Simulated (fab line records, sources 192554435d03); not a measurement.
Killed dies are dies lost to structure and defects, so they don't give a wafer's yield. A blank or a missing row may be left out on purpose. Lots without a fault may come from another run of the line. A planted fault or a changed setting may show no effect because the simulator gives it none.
Which tool did it? | flow n5_finfet | 24 lots, 72 wafers sampled, at 6 steps of a route of 1938

WHAT THE GAUGES READ, wafer by wafer
N5_BEOL_M12_OCD_MEAS_35.
lot  | measured     | on     | trench_depth_nm (nm)
L075 | day 10 20:23 | ocd-02 | 328 310 324
L074 | day 10 21:07 | ocd-02 | 317 322 309
L076 | day 11 07:45 | ocd-02 | 324 327 322
L078 | day 11 10:26 | ocd-02 | 314 328 327
L077 | day 11 13:41 | ocd-02 | 319 324 315
L080 | day 11 17:48 | ocd-02 | 321 321 317
L079 | day 11 20:47 | ocd-01 | 324 325 308
L081 | day 11 22:13 | ocd-01 | 322 315 316
L083 | day 12 15:59 | ocd-02 | 326 307 325
L082 | day 12 16:01 | ocd-01 | 317 318 319
L084 | day 12 18:29 | ocd-01 | 324 327 314
L085 | day 12 21:43 | ocd-01 | 313 312 318
L086 | day 13 02:07 | ocd-02 | 321 309 327
L089 | day 13 21:19 | ocd-01 | 331 315 323
L087 | day 13 22:35 | ocd-01 | 320 321 320
L088 | day 14 05:52 | ocd-02 | 329 328 312
L090 | day 14 15:16 | ocd-02 | 323 328 322
L091 | day 14 15:33 | ocd-01 | 322 320 323
L093 | day 15 03:05 | ocd-02 | 323 324 329
L092 | day 15 05:58 | ocd-02 | 319 326 325
L095 | day 15 12:21 | ocd-01 | 313 319 314
L094 | day 15 15:43 | ocd-01 | 327 321 319
L096 | day 15 22:31 | ocd-02 | 312 313 317
L097 | day 16 14:43 | ocd-01 | 322 325 322

N5_BEOL_M13_CD_MEAS_17: target cd 190 nm.
lot  | measured     | on        | cd_nm (nm)
L075 | day 11 00:10 | cd_sem-02 | 188.7 189.6 189.8
L074 | day 11 04:18 | cd_sem-01 | 189.0 188.3 189.4
L076 | day 11 10:29 | cd_sem-01 | 190.3 191.2 188.0
L078 | day 11 13:29 | cd_sem-01 | 189.7 189.8 186.7
L077 | day 11 16:50 | cd_sem-02 | 189.5 186.6 190.5
L080 | day 11 22:51 | cd_sem-02 | 188.1 194.4 192.7
L079 | day 12 01:38 | cd_sem-01 | 190.2 188.5 185.4
L081 | day 12 01:40 | cd_sem-03 | 192.4 188.6 188.0
L083 | day 12 19:47 | cd_sem-03 | 186.7 190.8 189.1
L082 | day 12 21:10 | cd_sem-02 | 184.7 192.2 190.7
L084 | day 12 21:34 | cd_sem-03 | 188.8 188.3 189.4
L085 | day 13 01:53 | cd_sem-02 | 192.8 192.0 191.2
L086 | day 13 06:46 | cd_sem-03 | 189.7 188.4 189.8
L089 | day 14 00:52 | cd_sem-03 | 188.0 188.6 188.8
L087 | day 14 04:19 | cd_sem-01 | 187.5 189.0 189.8
L088 | day 14 13:57 | cd_sem-03 | 191.5 189.3 191.5
L090 | day 14 21:37 | cd_sem-02 | 190.8 190.4 192.2
L091 | day 14 22:17 | cd_sem-01 | 193.1 192.1 189.4
L093 | day 15 07:52 | cd_sem-02 | 189.4 192.1 192.3
L092 | day 15 10:40 | cd_sem-01 | 189.6 191.1 192.9
L095 | day 15 15:47 | cd_sem-03 | 191.2 189.6 189.8
L094 | day 15 18:52 | cd_sem-02 | 188.5 188.1 190.7
L096 | day 16 03:43 | cd_sem-02 | 194.4 190.4 193.4
L097 | day 16 21:04 | cd_sem-03 | 189.2 190.0 190.1

N5_BEOL_M13_CD_MEAS_28: target cd 209.5 nm.
lot  | measured     | on        | cd_nm (nm)
L075 | day 11 00:38 | cd_sem-03 | 209.3 210.2 211.0
L074 | day 11 04:38 | cd_sem-02 | 210.2 208.9 214.1
L076 | day 11 10:49 | cd_sem-01 | 208.7 211.2 208.3
L078 | day 11 13:56 | cd_sem-03 | 211.5 211.6 211.1
L077 | day 11 17:10 | cd_sem-03 | 211.4 211.4 208.5
L080 | day 11 23:10 | cd_sem-01 | 207.8 212.0 211.6
L079 | day 12 01:57 | cd_sem-01 | 211.6 211.2 207.9
L081 | day 12 01:59 | cd_sem-02 | 209.4 212.5 209.7
L083 | day 12 20:07 | cd_sem-02 | 208.5 211.7 211.1
L082 | day 12 21:29 | cd_sem-02 | 209.6 211.9 210.9
L084 | day 12 22:01 | cd_sem-02 | 210.3 207.7 208.9
L085 | day 13 02:13 | cd_sem-03 | 212.6 210.7 210.9
L086 | day 13 07:13 | cd_sem-01 | 211.7 211.7 208.9
L089 | day 14 01:11 | cd_sem-01 | 210.5 207.8 209.3
L087 | day 14 04:38 | cd_sem-03 | 213.2 213.1 211.3
L088 | day 14 14:16 | cd_sem-03 | 213.4 211.0 211.4
L090 | day 14 22:04 | cd_sem-02 | 209.5 212.3 211.4
L091 | day 14 22:44 | cd_sem-02 | 212.5 209.3 212.0
L093 | day 15 08:11 | cd_sem-01 | 210.3 215.7 214.2
L092 | day 15 11:00 | cd_sem-03 | 212.6 212.1 211.3
L095 | day 15 16:14 | cd_sem-03 | 210.5 211.6 210.2
L094 | day 15 19:11 | cd_sem-03 | 209.4 210.2 206.7
L096 | day 16 04:03 | cd_sem-01 | 212.9 208.2 212.6
L097 | day 16 21:23 | cd_sem-02 | 211.2 210.6 209.7

N5_BEOL_M14_CD_MEAS_10: target cd 250 nm.
lot  | measured     | on        | cd_nm (nm)
L075 | day 11 05:39 | cd_sem-02 | 250.5 248.1 252.3
L074 | day 11 07:48 | cd_sem-02 | 249.8 250.2 249.5
L076 | day 11 15:50 | cd_sem-01 | 253.2 246.0 250.2
L078 | day 11 18:28 | cd_sem-03 | 250.1 248.9 252.4
L077 | day 11 22:13 | cd_sem-03 | 249.9 249.2 249.4
L080 | day 12 02:10 | cd_sem-03 | 248.8 248.3 250.2
L079 | day 12 07:29 | cd_sem-03 | 249.1 245.9 249.3
L081 | day 12 10:18 | cd_sem-01 | 251.3 249.6 247.2
L083 | day 13 00:06 | cd_sem-01 | 250.4 252.8 250.3
L082 | day 13 01:50 | cd_sem-01 | 251.6 253.0 250.7
L084 | day 13 02:04 | cd_sem-02 | 251.4 248.2 246.1
L085 | day 13 05:52 | cd_sem-03 | 249.9 252.8 255.5
L086 | day 13 12:20 | cd_sem-03 | 251.4 251.1 254.0
L089 | day 14 04:48 | cd_sem-01 | 250.3 252.9 253.2
L087 | day 14 07:46 | cd_sem-03 | 248.5 251.6 255.7
L088 | day 14 20:49 | cd_sem-01 | 249.2 249.3 249.7
L090 | day 15 01:43 | cd_sem-02 | 250.7 247.9 251.5
L091 | day 15 02:58 | cd_sem-03 | 250.9 254.1 250.9
L093 | day 15 12:08 | cd_sem-02 | 250.5 249.7 247.7
L092 | day 15 14:58 | cd_sem-02 | 248.0 249.9 251.0
L095 | day 16 00:31 | cd_sem-02 | 249.0 251.1 250.4
L094 | day 16 01:10 | cd_sem-01 | 252.8 254.1 250.0
L096 | day 16 08:24 | cd_sem-02 | 250.1 248.0 248.8
L097 | day 17 00:59 | cd_sem-03 | 251.1 249.2 247.5

N5_BEOL_M14_INSPECT_12: inspects for defects (macro).
lot  | measured     | on                | raw_defect_count
L075 | day 11 05:42 | defect_inspect-02 | 0 0 2
L074 | day 11 07:51 | defect_inspect-01 | 2 4 2
L076 | day 11 15:53 | defect_inspect-01 | 3 2 1
L078 | day 11 18:31 | defect_inspect-01 | 1 1 3
L077 | day 11 22:16 | defect_inspect-02 | 1 0 2
L080 | day 12 02:13 | defect_inspect-02 | 0 3 2
L079 | day 12 07:32 | defect_inspect-02 | 2 1 4
L081 | day 12 10:21 | defect_inspect-02 | 4 0 1
L083 | day 13 00:10 | defect_inspect-02 | 0 3 3
L082 | day 13 01:53 | defect_inspect-01 | 4 3 3
L084 | day 13 02:08 | defect_inspect-02 | 1 1 1
L085 | day 13 05:55 | defect_inspect-02 | 1 2 1
L086 | day 13 12:23 | defect_inspect-02 | 3 3 2
L089 | day 14 04:51 | defect_inspect-02 | 2 3 0
L087 | day 14 07:49 | defect_inspect-02 | 3 0 2
L088 | day 14 20:52 | defect_inspect-01 | 2 4 5
L090 | day 15 01:46 | defect_inspect-02 | 4 2 1
L091 | day 15 03:01 | defect_inspect-02 | 4 4 3
L093 | day 15 12:11 | defect_inspect-02 | 0 2 2
L092 | day 15 15:02 | defect_inspect-02 | 2 1 4
L095 | day 16 00:34 | defect_inspect-02 | 3 5 2
L094 | day 16 01:14 | defect_inspect-01 | 0 3 3
L096 | day 16 08:28 | defect_inspect-02 | 4 2 3
L097 | day 17 01:02 | defect_inspect-02 | 2 0 0

WHICH TOOL RAN EACH LOT (tool, then ch and the chambers of the sampled wafers, then the start)
lot  | N5_BEOL_M13_ETCH_68
L075 | rie_diel-06 ch 1,2,3, day 11 00:53
L074 | rie_diel-02 ch 0,2,3, day 11 04:54
L076 | rie_diel-06 ch 1,3, day 11 11:09
L078 | rie_diel-06 ch 0,1,2, day 11 14:12
L077 | rie_diel-03 ch 1,2,3, day 11 17:26
L080 | rie_diel-06 ch 0,3, day 11 23:34
L079 | rie_diel-02 ch 1,2, day 12 02:23
L081 | rie_diel-03 ch 1,2, day 12 02:37
L083 | rie_diel-03 ch 0,2,3, day 12 20:23
L082 | rie_diel-02 ch 0,1,2, day 12 21:50
L084 | rie_diel-03 ch 1,2, day 12 22:22
L085 | rie_diel-06 ch 1,2, day 13 02:34
L086 | rie_diel-02 ch 1,3, day 13 07:44
L089 | rie_diel-03 ch 0,1,3, day 14 01:28
L087 | rie_diel-06 ch 0,2, day 14 04:55
L088 | rie_diel-03 ch 1,2,3, day 14 14:32
L090 | rie_diel-03 ch 2,3, day 14 22:22
L091 | rie_diel-03 ch 2,3, day 14 23:10
L093 | rie_diel-02 ch 1,3, day 15 08:30
L092 | rie_diel-02 ch 0,3, day 15 11:16
L095 | rie_diel-03 ch 0,1,2, day 15 16:30
L094 | rie_diel-06 ch 1,3, day 15 19:28
L096 | rie_diel-06 ch 0,3, day 16 04:19
L097 | rie_diel-03 ch 0,3, day 16 21:40
- N5_BEOL_M13_ETCH_68: etches SOC in N2/H2, time 355 s.

WHAT THE TOOLS THEMSELVES READ (means of the sampled wafers that have a number; where no wafer has one, the mark that the record gives instead)
N5_BEOL_M13_ETCH_68.
lot  | tool        | drypump_motor_current_A (A) | n2_flow_sccm (sccm) | oes_product_au (a.u.) | rf_vpp_V (V) | showerhead_plenum_p_Torr (Torr) | throttle_valve_pct (%)
L075 | rie_diel-06 | 5.0                         | 200.1               | 0.76                  | 525          | 2.56                            | 17.77
L074 | rie_diel-02 | 5.8                         | 199.4               | 0.83                  | 521          | 2.47                            | 17.81
L076 | rie_diel-06 | 5.2                         | 201.0               | 0.79                  | 526          | 2.61                            | 17.53
L078 | rie_diel-06 | 5.5                         | 199.9               | 0.72                  | 524          | 2.52                            | 17.98
L077 | rie_diel-03 | 5.6                         | 200.6               | 0.77                  | 524          | 2.52                            | 17.72
L080 | rie_diel-06 | 5.3                         | 199.1               | 0.77                  | 523          | 2.50                            | 17.95
L079 | rie_diel-02 | 5.6                         | 199.5               | 0.86                  | 522          | 2.46                            | 17.71
L081 | rie_diel-03 | 5.2                         | 199.7               | 0.82                  | 523          | 2.54                            | 17.72
L083 | rie_diel-03 | 5.9                         | 200.2               | 0.83                  | 525          | 2.60                            | 17.61
L082 | rie_diel-02 | 5.6                         | 200.1               | 0.82                  | 520          | 2.42                            | 17.89
L084 | rie_diel-03 | 5.1                         | 200.7               | 0.83                  | 526          | 2.61                            | 17.68
L085 | rie_diel-06 | 5.2                         | 199.3               | 0.84                  | 526          | 2.59                            | 17.52
L086 | rie_diel-02 | 5.6                         | 200.0               | 0.92                  | 523          | 2.52                            | 17.62
L089 | rie_diel-03 | 5.8                         | 199.9               | 0.82                  | 528          | 2.67                            | 17.56
L087 | rie_diel-06 | 5.8                         | 200.3               | 0.97                  | 526          | 2.65                            | 17.85
L088 | rie_diel-03 | 5.6                         | 199.8               | 0.85                  | 526          | 2.61                            | 17.60
L090 | rie_diel-03 | 5.7                         | 199.4               | 0.83                  | 524          | 2.53                            | 17.66
L091 | rie_diel-03 | 5.7                         | 200.0               | 0.83                  | 524          | 2.53                            | 17.67
L093 | rie_diel-02 | 5.7                         | 199.9               | 0.89                  | 523          | 2.51                            | 17.64
L092 | rie_diel-02 | 5.9                         | 199.3               | 0.83                  | 523          | 2.51                            | 17.78
L095 | rie_diel-03 | 5.4                         | 199.5               | 0.75                  | 525          | 2.59                            | 17.74
L094 | rie_diel-06 | 5.2                         | 199.9               | 0.76                  | 525          | 2.59                            | 17.59
L096 | rie_diel-06 | 5.8                         | 200.1               | 0.87                  | 526          | 2.66                            | 17.90
L097 | rie_diel-03 | 6.3                         | 200.3               | 0.81                  | 527          | 2.67                            | 17.50

THE ANSWER, worked out from the rows above alone
Rule: what is usual is taken from the lots themselves. Put in order of their means at a reading, lots are off if they are a third of the lots or fewer, leave a main group of 4 or more, and stand apart from it by a gap of 3 or more times the standard deviation of the main group's means; of several such gaps the widest counts. A main group whose means are all the same, to the digits that the tables above print for the reading, isn't used. A lot without any number at a reading at which 4 lots or more have one is off too. The other lots that the step has rows for count as sound. The gauges are gone through in route order, then the tools' own readings, and for those a lot's mean is taken as printed above. The first step at which some lot is off is used, and at that step the reading that is off furthest; a lot without a number counts as furthest.
No lot is off at any reading shown: from this, nothing can be told.

WHAT THE SIMULATOR HAD PUT IN
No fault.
